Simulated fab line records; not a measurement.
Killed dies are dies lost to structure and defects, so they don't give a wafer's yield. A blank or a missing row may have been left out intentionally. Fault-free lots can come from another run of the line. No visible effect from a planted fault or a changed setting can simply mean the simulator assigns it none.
Matching of chambers :: flow n5Finfet :: N5_BEOL_M10_ETCH_65 on rieDiel-01: 4 sister chambers
The step etches SiARC in CF4, target depth 39 nm, time 65 s. 4 wafers are shown with their chamber, then 7 later ones without.

== WAFERS PAIRED WITH THEIR CHAMBERS ==
wafer: L089.3
chamber: 3
drypumpMotorCurrentA (A): 5.1

wafer: L089.5
chamber: 2
drypumpMotorCurrentA (A): 5.4

wafer: L090.2
chamber: 0
drypumpMotorCurrentA (A): 6.2

wafer: L090.4
chamber: 1
drypumpMotorCurrentA (A): 6.5

== WAFERS MISSING THEIR CHAMBER ==
wafer: L090.6
drypumpMotorCurrentA (A): 5.2

wafer: L088.2
drypumpMotorCurrentA (A): 5.4

wafer: L088.3
drypumpMotorCurrentA (A): 6.5

wafer: L088.6
drypumpMotorCurrentA (A): 6.2

wafer: L097.1
drypumpMotorCurrentA (A): 5.4

wafer: L097.5
drypumpMotorCurrentA (A): 5.1

wafer: L097.6
drypumpMotorCurrentA (A): 5.4

== WHICH CHAMBER EACH ONE RAN IN ==
wafer: L090.6
from the rows above: 3
in truth: 3

wafer: L088.2
from the rows above: 2
in truth: 2

wafer: L088.3
from the rows above: 1
in truth: 1

wafer: L088.6
from the rows above: 0
in truth: 0

wafer: L097.1
from the rows above: 2
in truth: 2

wafer: L097.5
from the rows above: 3
in truth: 3

wafer: L097.6
from the rows above: 2
in truth: 2
Correct placement for 7 of the 7. Can't be placed from these rows: 0. Number placed wrongly: 0.
How it was worked out, from the rows above alone: a wafer's distance from a chamber is the root of the sum, over the readings, of the square of ((its reading less the chamber's mean) divided by the reading's scatter). The wafer belongs to the nearest chamber; if the next one is less than 2 further off, it can't be placed. The mean given for a chamber averages the wafers shown for that chamber. The scatter (one wafer shown for each chamber): square how far every hidden wafer sits from the nearest shown wafer, average those squares and take the square root.
